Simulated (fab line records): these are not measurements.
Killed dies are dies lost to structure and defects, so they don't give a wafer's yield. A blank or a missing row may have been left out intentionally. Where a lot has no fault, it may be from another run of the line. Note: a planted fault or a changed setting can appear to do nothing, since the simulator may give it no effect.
Which tool did it? / flow n5-finfet / 21 lots (63 wafers sampled), 1 step of a 1938-step route

WHAT EACH GAUGE READ, for each wafer
N5_BEOL_M6_CD_MEAS_18: pitch 80 nm, target cd 40 nm. Usual: cd-nm reads 40.2 nm (standard deviation 0.63).
lot=L074; measured=day 8 13:30; on=cd-sem-03; cd-nm (nm)=39.8 40.3 40.1; flag=
lot=L075; measured=day 9 01:43; on=cd-sem-01; cd-nm (nm)=39.5 39.3 40.2; flag=
lot=L076; measured=day 9 06:35; on=cd-sem-02; cd-nm (nm)=39.7 38.7 40.0; flag=
lot=L077; measured=day 9 07:16; on=cd-sem-01; cd-nm (nm)=40.9 41.3 40.5; flag=
lot=L078; measured=day 9 16:10; on=cd-sem-02; cd-nm (nm)=40.3 39.7 39.9; flag=
lot=L079; measured=day 10 01:10; on=cd-sem-01; cd-nm (nm)=39.9 39.6 39.5; flag=
lot=L081; measured=day 10 14:08; on=cd-sem-03; cd-nm (nm)=40.0 40.8 41.0; flag=
lot=L080; measured=day 10 14:45; on=cd-sem-02; cd-nm (nm)=39.0 39.3 40.0; flag=
lot=L083; measured=day 10 18:20; on=cd-sem-01; cd-nm (nm)=39.7 39.9 40.5; flag=
lot=L082; measured=day 10 20:04; on=cd-sem-03; cd-nm (nm)=40.8 40.5 40.9; flag=
lot=L084; measured=day 11 13:33; on=cd-sem-01; cd-nm (nm)=39.8 40.1 39.6; flag=
lot=L085; measured=day 11 17:38; on=cd-sem-03; cd-nm (nm)=40.2 41.0 40.4; flag=
lot=L086; measured=day 11 18:53; on=cd-sem-01; cd-nm (nm)=40.1 40.4 39.3; flag=
lot=L087; measured=day 11 22:55; on=cd-sem-01; cd-nm (nm)=40.7 39.7 39.7; flag=
lot=L088; measured=day 12 02:32; on=cd-sem-01; cd-nm (nm)=39.9 40.1 39.6; flag=
lot=L089; measured=day 12 18:46; on=cd-sem-03; cd-nm (nm)=40.2 40.9 39.6; flag=
lot=L090; measured=day 13 01:55; on=cd-sem-03; cd-nm (nm)=40.7 39.3 40.5; flag=
lot=L093; measured=day 13 05:41; on=cd-sem-01; cd-nm (nm)=41.3 40.1 40.4; flag=
lot=L092; measured=day 13 09:11; on=cd-sem-02; cd-nm (nm)=40.6 41.2 40.7; flag=
lot=L094; measured=day 14 12:27; on=cd-sem-02; cd-nm (nm)=40.2 40.2 39.5; flag=
lot=L097; measured=day 15 14:55; on=cd-sem-02; cd-nm (nm)=40.7 39.9 40.7; flag=

WHAT TOOL EACH LOT RAN ON (gives the tool, then ch and the chambers of the sampled wafers, and finally the start)
The record shows no process step preceding these readings.

AS READ BY THE TOOLS THEMSELVES (means over the sampled wafers that have a number; for cases with no such wafer, the mark the record gives instead)
The record holds no such reading with a usual standard deviation.

THE ANSWER, worked out from the rows above alone
Rule: a lot is off if the mean of its wafers that have a number lies more than 3 standard deviations from the usual mean. A lot without any number at a reading at which 4 lots or more have one is off too. Any other lot the step has rows for is counted as sound. First the gauges in route order, then the tools' own readings, where a lot's mean is used as printed above. The first step at which some lot is off is used, and at that step the reading that is off furthest; a lot without a number counts as furthest.
Across all readings shown, no lot is off: no conclusion can be drawn from this.

WHAT THE SIMULATOR HAD PUT IN
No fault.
